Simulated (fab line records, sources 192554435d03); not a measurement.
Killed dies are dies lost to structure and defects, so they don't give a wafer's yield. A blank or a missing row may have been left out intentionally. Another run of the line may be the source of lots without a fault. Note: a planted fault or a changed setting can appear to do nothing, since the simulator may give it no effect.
Code-filled problem report in 8D (eight disciplines) form / flow n5Finfet / the parts of the form that need people (team, actions taken, sign-off) are left out

== 1. THE ISSUE ==
Mean of killedAtContacts at N5_PASSIVATION_PROBE_49: 130 across 6 wafers in 2 lots; on wafers with no fault it is 12 (standard deviation 5.9). Measured from the usual mean, that is +20 standard deviations.
First seen on wafer L368.2, day 16 22:40, on prober-01. Wafers with a number at this step in the record: 6, from 2 lots. Rule for "out", or "out of limits": more than 4 standard deviations from the usual mean. All remaining wafers that have a number are taken as sound.

== 2. WHAT THIS IS AND IS NOT ==
question=which readings at this step; is=killedAtContacts; is not=killed_at_M0_to_M3, killed_at_M4_up, killedAtFrontEnd, killedAtOther, killedOpen, killedShort
question=which lots; is=L368, L369; is not=-
question=which wafers of those lots; is=all that have a number; is not=-
question=read on which tools; is=prober-01, prober-02; is not=-
question=when; is=from day 16 22:40; is not=up to then (0 sound wafers)

== 3. THE SUSPECTS, EACH WITH WHAT RULES IT OUT ==
Counting: a tool at any process step up to the reading remains a suspect when it ran all the lots that are out and ran no sound lot after the first of those.
- pvdSputter-03 at N5_MOL_CONTACT_COAG_PRE_CLEAN_141 (time 60 s): kept. It ran every lot that is out, first L368 (day 9 12:04), and no sound lot after that.
- rieDiel-03 at N5_MIM_BOT_ETCH_STRIP_01 (strips in O2): kept. It ran every lot that is out, first L368 (day 16 12:56), and no sound lot after that.
- rieDiel-05 at N5_PASSIVATION_STRIP_48 (strips in O2): kept. It ran every lot that is out, first L368 (day 16 20:07), and no sound lot after that.
After the count, these remain: pvdSputter-03 at N5_MOL_CONTACT_COAG_PRE_CLEAN_141, rieDiel-03 at N5_MIM_BOT_ETCH_STRIP_01 and rieDiel-05 at N5_PASSIVATION_STRIP_48.

== 4. THE CAUSE (what the simulator had put in) ==
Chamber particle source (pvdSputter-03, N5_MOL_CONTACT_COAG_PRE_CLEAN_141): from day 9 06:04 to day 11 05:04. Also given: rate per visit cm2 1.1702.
3 suspects survive the count, and this tool is in that group.

== 5. SEQUENCE OF EFFECTS, ordered by route ==
Each row: a reading whose mean over the struck wafers that have a number lies more than 3 standard deviations from the usual. Readings are gone through only where the record gives a usual standard deviation; hours: the median, over the lots, of the time from a lot's start at the first step in this table giving one to that lot's start at this step; sigmas: the change measured in usual standard deviations.
hours=0; step=N5_PASSIVATION_PROBE_49; reading=defectLimitedYield; usual=91.3 %; on struck wafers=82.3; change=-9.0; sigmas=-6.0
hours=0; step=N5_PASSIVATION_PROBE_49; reading=killedAtContacts; usual=12; on struck wafers=130; change=+118; sigmas=+20
hours=0; step=N5_PASSIVATION_PROBE_49; reading=killedDies; usual=102; on struck wafers=209; change=+107; sigmas=+5.9
hours=0; step=N5_PASSIVATION_PROBE_49; reading=killedOnRim; usual=13; on struck wafers=25; change=+12; sigmas=+3.2
hours=0; step=N5_PASSIVATION_PROBE_49; reading=sort_bin_5_function; usual=5.1 %; on struck wafers=10.7; change=+5.6; sigmas=+5.6
hours=0; step=N5_PASSIVATION_PROBE_49; reading=sortNPass; usual=1077; on struck wafers=971; change=-106; sigmas=-5.6
hours=0; step=N5_PASSIVATION_PROBE_49; reading=sortYieldPct; usual=91.3 %; on struck wafers=82.3; change=-9.0; sigmas=-5.6
The process steps in it:
- N5_PASSIVATION_PROBE_49

== 6. WHAT WOULD HAVE CAUGHT IT SOONER ==
The fault began at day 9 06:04; the first out-of-limits reading in this record came at day 16 22:40, 185 hours later.
Tool readings at N5_MOL_CONTACT_COAG_PRE_CLEAN_141 with a usual standard deviation given in the record: none out on any struck wafer, hence no alarm at a limit of 4 standard deviations on them.
By day 16 22:40 the whole set of lots that are out, 2 in number, had already begun N5_MOL_CONTACT_COAG_PRE_CLEAN_141 on pvdSputter-03. None of them would have been spared by holding the tool at that moment.
